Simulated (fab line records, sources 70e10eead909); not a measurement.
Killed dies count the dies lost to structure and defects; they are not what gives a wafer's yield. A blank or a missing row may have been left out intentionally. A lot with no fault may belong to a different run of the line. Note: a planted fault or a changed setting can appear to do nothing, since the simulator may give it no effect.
Which tool is to blame? || flow nand harc || Sampling: 12 lots, 36 wafers, 6 of 1159 route steps

== WHAT THE GAUGES SHOWED, per wafer ==
NHARC_A_BLC_INSPECT_12. Usual: raw defect count 26, standard deviation 12.
{"lot": "L118", "measured": "day 17 14:38", "on": "defect inspect-01", "raw defect count": "23 22 33", "flag": ""}
{"lot": "L117", "measured": "day 17 21:08", "on": "defect inspect-01", "raw defect count": "20 21 25", "flag": ""}
{"lot": "L119", "measured": "day 17 22:34", "on": "defect inspect-02", "raw defect count": "30 33 40", "flag": ""}
{"lot": "L122", "measured": "day 18 02:52", "on": "defect inspect-01", "raw defect count": "21 26 32", "flag": ""}
{"lot": "L121", "measured": "day 18 13:52", "on": "defect inspect-01", "raw defect count": "43 48 39", "flag": ""}
{"lot": "L116", "measured": "day 18 18:33", "on": "defect inspect-01", "raw defect count": "13 10 16", "flag": ""}
{"lot": "L125", "measured": "day 19 15:22", "on": "defect inspect-02", "raw defect count": "55 32 46", "flag": ""}
{"lot": "L130", "measured": "day 20 04:13", "on": "defect inspect-01", "raw defect count": "15 9 12", "flag": ""}
{"lot": "L131", "measured": "day 21 05:41", "on": "defect inspect-01", "raw defect count": "28 31 28", "flag": ""}
{"lot": "L137", "measured": "day 22 13:01", "on": "defect inspect-02", "raw defect count": "18 14 274", "flag": "OFF"}
{"lot": "L138", "measured": "day 22 16:17", "on": "defect inspect-02", "raw defect count": "295 295 19", "flag": "OFF"}
{"lot": "L139", "measured": "day 22 23:50", "on": "defect inspect-02", "raw defect count": "29 23 22", "flag": ""}

NHARC_A_BLC_CD_MEAS_19. Usual: cd nm 99.2 nm, standard deviation 2.2.
{"lot": "L118", "measured": "day 17 15:40", "on": "cd sem-01", "cd nm (nm)": "98.3 101.5 98.4", "flag": ""}
{"lot": "L117", "measured": "day 17 22:10", "on": "cd sem-03", "cd nm (nm)": "99.3 100.9 97.9", "flag": ""}
{"lot": "L119", "measured": "day 17 23:35", "on": "cd sem-02", "cd nm (nm)": "103.0 96.4 96.4", "flag": ""}
{"lot": "L122", "measured": "day 18 03:53", "on": "cd sem-02", "cd nm (nm)": "98.9 99.9 103.2", "flag": ""}
{"lot": "L121", "measured": "day 18 15:05", "on": "cd sem-03", "cd nm (nm)": "100.3 100.5 100.9", "flag": ""}
{"lot": "L116", "measured": "day 18 19:35", "on": "cd sem-03", "cd nm (nm)": "99.0 97.9 99.8", "flag": ""}
{"lot": "L125", "measured": "day 19 16:23", "on": "cd sem-02", "cd nm (nm)": "100.3 99.6 98.7", "flag": ""}
{"lot": "L130", "measured": "day 20 05:15", "on": "cd sem-02", "cd nm (nm)": "99.3 96.6 100.0", "flag": ""}
{"lot": "L131", "measured": "day 21 06:43", "on": "cd sem-01", "cd nm (nm)": "98.2 99.0 97.4", "flag": ""}
{"lot": "L137", "measured": "day 22 14:02", "on": "cd sem-03", "cd nm (nm)": "96.2 98.9 101.2", "flag": ""}
{"lot": "L138", "measured": "day 22 17:30", "on": "cd sem-02", "cd nm (nm)": "96.8 100.9 96.3", "flag": ""}
{"lot": "L139", "measured": "day 23 00:52", "on": "cd sem-01", "cd nm (nm)": "98.1 99.9 98.7", "flag": ""}

NHARC_END_SORT_01. Usual: killed at array 21, standard deviation 8.9; killed at other 0.8, standard deviation 1.3; killed at periphery 3.6, standard deviation 2.4; killed dies 26, standard deviation 8.9; killed open 3.1, standard deviation 1.8; killed short 1.9, standard deviation 1.3.
{"lot": "L137", "measured": "day 24 08:28", "on": "prober-01", "killed at array": "14 13 215", "killed at other": "0 1 1", "killed at periphery": "6 3 1", "killed dies": "20 17 217", "killed open": "5 2 2", "killed short": "2 3 2", "flag": "OFF"}
{"lot": "L138", "measured": "day 24 16:11", "on": "prober-02", "killed at array": "227 224 19", "killed at other": "0 0 0", "killed at periphery": "3 3 4", "killed dies": "230 227 23", "killed open": "3 3 4", "killed short": "4 1 3", "flag": "OFF"}

== TOOL THAT RAN EACH LOT (tool first, then ch and the chambers of the sampled wafers, then the start) ==
{"lot": "L118", "NHARC_A_CONTACT_CMP_20": "cmp-01 ch 0,2,3, day 17 13:46", "NHARC_A_BLC_ETCH_16": "rie diel-08 ch 1,2,3, day 17 14:48", "NHARC_A_BLC_DEGAS_30": "pvd sputter-03, day 17 16:16"}
{"lot": "L117", "NHARC_A_CONTACT_CMP_20": "cmp-01 ch 0,1, day 17 20:13", "NHARC_A_BLC_ETCH_16": "rie diel-04 ch 0,2,3, day 17 21:17", "NHARC_A_BLC_DEGAS_30": "pvd sputter-03, day 17 22:47"}
{"lot": "L119", "NHARC_A_CONTACT_CMP_20": "cmp-03 ch 2,3, day 17 21:32", "NHARC_A_BLC_ETCH_16": "rie diel-04 ch 2,3, day 17 22:43", "NHARC_A_BLC_DEGAS_30": "pvd sputter-02, day 18 00:12"}
{"lot": "L122", "NHARC_A_CONTACT_CMP_20": "cmp-01 ch 0,1,3, day 18 01:53", "NHARC_A_BLC_ETCH_16": "rie diel-04 ch 0,2,3, day 18 03:01", "NHARC_A_BLC_DEGAS_30": "pvd sputter-01, day 18 04:29"}
{"lot": "L121", "NHARC_A_CONTACT_CMP_20": "cmp-03 ch 0,1,3, day 18 12:50", "NHARC_A_BLC_ETCH_16": "rie diel-04 ch 0,2, day 18 14:02", "NHARC_A_BLC_DEGAS_30": "pvd sputter-03, day 18 15:43"}
{"lot": "L116", "NHARC_A_CONTACT_CMP_20": "cmp-04 ch 0,3, day 18 17:31", "NHARC_A_BLC_ETCH_16": "rie diel-08 ch 1,2,3, day 18 18:42", "NHARC_A_BLC_DEGAS_30": "pvd sputter-03, day 18 20:11"}
{"lot": "L125", "NHARC_A_CONTACT_CMP_20": "cmp-03 ch 0,1,3, day 19 14:27", "NHARC_A_BLC_ETCH_16": "rie diel-04 ch 0,1,3, day 19 15:31", "NHARC_A_BLC_DEGAS_30": "pvd sputter-03, day 19 17:00"}
{"lot": "L130", "NHARC_A_CONTACT_CMP_20": "cmp-01 ch 0,3, day 20 03:12", "NHARC_A_BLC_ETCH_16": "rie diel-08 ch 1,2, day 20 04:22", "NHARC_A_BLC_DEGAS_30": "pvd sputter-01, day 20 05:51"}
{"lot": "L131", "NHARC_A_CONTACT_CMP_20": "cmp-04 ch 0,1,2, day 21 04:42", "NHARC_A_BLC_ETCH_16": "rie diel-04 ch 0,3, day 21 05:50", "NHARC_A_BLC_DEGAS_30": "pvd sputter-03, day 21 07:20"}
{"lot": "L137", "NHARC_A_CONTACT_CMP_20": "cmp-03 ch 0,1,2, day 22 11:56", "NHARC_A_BLC_ETCH_16": "rie diel-04 ch 1,2,3, day 22 13:09", "NHARC_A_BLC_DEGAS_30": "pvd sputter-03, day 22 14:39"}
{"lot": "L138", "NHARC_A_CONTACT_CMP_20": "cmp-03 ch 1,2, day 22 15:13", "NHARC_A_BLC_ETCH_16": "rie diel-08 ch 2,3, day 22 16:28", "NHARC_A_BLC_DEGAS_30": "pvd sputter-03, day 22 18:08"}
{"lot": "L139", "NHARC_A_CONTACT_CMP_20": "cmp-04 ch 2,3, day 22 22:55", "NHARC_A_BLC_ETCH_16": "rie diel-04 ch 0,1,3, day 22 23:59", "NHARC_A_BLC_DEGAS_30": "pvd sputter-02, day 23 01:29"}
- NHARC_A_CONTACT_CMP_20: polishes, t overpolish 30 s, target thk 300 nm.
- NHARC_A_BLC_ETCH_16: etches the open film in CF4, target depth 39 nm, time 65 s.
- NHARC_A_BLC_DEGAS_30: time 60 s.

== WHAT THE TOOLS THEMSELVES READ (means of the sampled wafers that have a number; where no wafer has one, the mark that the record gives instead) ==
NHARC_A_CONTACT_CMP_20. Usual: motor current A 12.4 A, standard deviation 1.2; overpolish run s 29.999 s, standard deviation 0.0093; time to endpoint s 59 s, standard deviation 3.3.
{"lot": "L118", "tool": "cmp-01", "motor current A (A)": 12.1, "overpolish run s (s)": 29.999, "time to endpoint s (s)": 57, "flag": ""}
{"lot": "L117", "tool": "cmp-01", "motor current A (A)": 11.6, "overpolish run s (s)": 29.996, "time to endpoint s (s)": 59, "flag": ""}
{"lot": "L119", "tool": "cmp-03", "motor current A (A)": 13.1, "overpolish run s (s)": 29.991, "time to endpoint s (s)": 61, "flag": ""}
{"lot": "L122", "tool": "cmp-01", "motor current A (A)": 12.8, "overpolish run s (s)": 29.991, "time to endpoint s (s)": 60, "flag": ""}
{"lot": "L121", "tool": "cmp-03", "motor current A (A)": 12.9, "overpolish run s (s)": 29.996, "time to endpoint s (s)": 57, "flag": ""}
{"lot": "L116", "tool": "cmp-04", "motor current A (A)": 11.9, "overpolish run s (s)": 29.999, "time to endpoint s (s)": 59, "flag": ""}
{"lot": "L125", "tool": "cmp-03", "motor current A (A)": 13.0, "overpolish run s (s)": 29.994, "time to endpoint s (s)": 56, "flag": ""}
{"lot": "L130", "tool": "cmp-01", "motor current A (A)": 11.7, "overpolish run s (s)": 29.999, "time to endpoint s (s)": 62, "flag": ""}
{"lot": "L131", "tool": "cmp-04", "motor current A (A)": 11.6, "overpolish run s (s)": 29.997, "time to endpoint s (s)": 60, "flag": ""}
{"lot": "L137", "tool": "cmp-03", "motor current A (A)": 13.7, "overpolish run s (s)": 29.998, "time to endpoint s (s)": 62, "flag": ""}
{"lot": "L138", "tool": "cmp-03", "motor current A (A)": 12.9, "overpolish run s (s)": 30.008, "time to endpoint s (s)": 67, "flag": ""}
{"lot": "L139", "tool": "cmp-04", "motor current A (A)": 11.4, "overpolish run s (s)": 29.989, "time to endpoint s (s)": 59, "flag": ""}

NHARC_A_BLC_ETCH_16. Usual: cf4 flow sccm 150.0 sccm, standard deviation 0.48; drypump motor current A 5.9 A, standard deviation 0.45; oes product au 1.000 a.u., standard deviation 0.0087; rf vpp V 150.9 V, standard deviation 1.3; showerhead plenum p Torr 1.74 Torr, standard deviation 0.073; throttle valve pct 13.283 %, standard deviation 0.0087.
{"lot": "L118", "tool": "rie diel-08", "cf4 flow sccm (sccm)": 149.8, "drypump motor current A (A)": 6.2, "oes product au (a.u.)": 0.999, "rf vpp V (V)": 151.9, "showerhead plenum p Torr (Torr)": 1.73, "throttle valve pct (%)": 13.283, "flag": ""}
{"lot": "L117", "tool": "rie diel-04", "cf4 flow sccm (sccm)": 149.9, "drypump motor current A (A)": 6.0, "oes product au (a.u.)": 1.000, "rf vpp V (V)": 150.5, "showerhead plenum p Torr (Torr)": 1.73, "throttle valve pct (%)": 13.283, "flag": ""}
{"lot": "L119", "tool": "rie diel-04", "cf4 flow sccm (sccm)": 150.1, "drypump motor current A (A)": 6.1, "oes product au (a.u.)": 1.003, "rf vpp V (V)": 150.2, "showerhead plenum p Torr (Torr)": 1.66, "throttle valve pct (%)": 13.285, "flag": ""}
{"lot": "L122", "tool": "rie diel-04", "cf4 flow sccm (sccm)": 149.7, "drypump motor current A (A)": 6.0, "oes product au (a.u.)": 0.996, "rf vpp V (V)": 150.9, "showerhead plenum p Torr (Torr)": 1.73, "throttle valve pct (%)": 13.293, "flag": ""}
{"lot": "L121", "tool": "rie diel-04", "cf4 flow sccm (sccm)": 149.9, "drypump motor current A (A)": 5.8, "oes product au (a.u.)": 0.994, "rf vpp V (V)": 150.9, "showerhead plenum p Torr (Torr)": 1.72, "throttle valve pct (%)": 13.287, "flag": ""}
{"lot": "L116", "tool": "rie diel-08", "cf4 flow sccm (sccm)": 150.2, "drypump motor current A (A)": 6.2, "oes product au (a.u.)": 0.996, "rf vpp V (V)": 151.2, "showerhead plenum p Torr (Torr)": 1.73, "throttle valve pct (%)": 13.274, "flag": ""}
{"lot": "L125", "tool": "rie diel-04", "cf4 flow sccm (sccm)": 150.2, "drypump motor current A (A)": 5.8, "oes product au (a.u.)": 0.997, "rf vpp V (V)": 150.7, "showerhead plenum p Torr (Torr)": 1.75, "throttle valve pct (%)": 13.285, "flag": ""}
{"lot": "L130", "tool": "rie diel-08", "cf4 flow sccm (sccm)": 150.3, "drypump motor current A (A)": 6.5, "oes product au (a.u.)": 0.997, "rf vpp V (V)": 151.3, "showerhead plenum p Torr (Torr)": 1.74, "throttle valve pct (%)": 13.278, "flag": ""}
{"lot": "L131", "tool": "rie diel-04", "cf4 flow sccm (sccm)": 150.1, "drypump motor current A (A)": 6.2, "oes product au (a.u.)": 1.009, "rf vpp V (V)": 151.0, "showerhead plenum p Torr (Torr)": 1.73, "throttle valve pct (%)": 13.279, "flag": ""}
{"lot": "L137", "tool": "rie diel-04", "cf4 flow sccm (sccm)": 149.6, "drypump motor current A (A)": 5.7, "oes product au (a.u.)": 1.000, "rf vpp V (V)": 150.3, "showerhead plenum p Torr (Torr)": 1.67, "throttle valve pct (%)": 13.284, "flag": ""}
{"lot": "L138", "tool": "rie diel-08", "cf4 flow sccm (sccm)": 149.9, "drypump motor current A (A)": 6.0, "oes product au (a.u.)": 0.991, "rf vpp V (V)": 150.4, "showerhead plenum p Torr (Torr)": 1.76, "throttle valve pct (%)": 13.282, "flag": ""}
{"lot": "L139", "tool": "rie diel-04", "cf4 flow sccm (sccm)": 150.1, "drypump motor current A (A)": 5.8, "oes product au (a.u.)": 1.010, "rf vpp V (V)": 151.1, "showerhead plenum p Torr (Torr)": 1.74, "throttle valve pct (%)": 13.291, "flag": ""}

NHARC_A_BLC_DEGAS_30. Usual: heater power w 456 W, standard deviation 33.
{"lot": "L118", "tool": "pvd sputter-03", "heater power w (W)": 448, "flag": ""}
{"lot": "L117", "tool": "pvd sputter-03", "heater power w (W)": 453, "flag": ""}
{"lot": "L119", "tool": "pvd sputter-02", "heater power w (W)": 458, "flag": ""}
{"lot": "L122", "tool": "pvd sputter-01", "heater power w (W)": 471, "flag": ""}
{"lot": "L121", "tool": "pvd sputter-03", "heater power w (W)": 467, "flag": ""}
{"lot": "L116", "tool": "pvd sputter-03", "heater power w (W)": 446, "flag": ""}
{"lot": "L125", "tool": "pvd sputter-03", "heater power w (W)": 459, "flag": ""}
{"lot": "L130", "tool": "pvd sputter-01", "heater power w (W)": 437, "flag": ""}
{"lot": "L131", "tool": "pvd sputter-03", "heater power w (W)": 457, "flag": ""}
{"lot": "L137", "tool": "pvd sputter-03", "heater power w (W)": 444, "flag": ""}
{"lot": "L138", "tool": "pvd sputter-03", "heater power w (W)": 450, "flag": ""}
{"lot": "L139", "tool": "pvd sputter-02", "heater power w (W)": 495, "flag": ""}

== THE ANSWER, worked out from the rows above alone ==
Rule: lot off if the mean of its wafers having a number is beyond 3 standard deviations from the usual mean. A lot without any number at a reading at which 4 lots or more have one is off too. All remaining lots with rows at the step are treated as sound. The gauges are gone through in route order, then the tools' own readings, and for those a lot's mean is taken as printed above. At the first step where some lot is off, the reading lying furthest off is the one used; lots without a number count as furthest.
Off: L137, L138, at NHARC_A_BLC_INSPECT_12 (raw defect count).
A tool fits if, at a process step before that reading, it ran every lot that is off, and no sound lot after the first of them. Not tried: the gauges at NHARC_A_BLC_INSPECT_12; whatever is off there is also off at NHARC_END_SORT_01, on other tools, and gauge error can't account for it. One fits: cmp-03 at NHARC_A_CONTACT_CMP_20. Its last sound lot is L125 (day 19 14:27), its first lot that is off L137 (day 22 11:56): a fault that began between those two fits.

== WHAT THE SIMULATOR HAD PUT IN ==
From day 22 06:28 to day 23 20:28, cmp-03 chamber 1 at NHARC_A_CONTACT_CMP_20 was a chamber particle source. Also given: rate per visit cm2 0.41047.
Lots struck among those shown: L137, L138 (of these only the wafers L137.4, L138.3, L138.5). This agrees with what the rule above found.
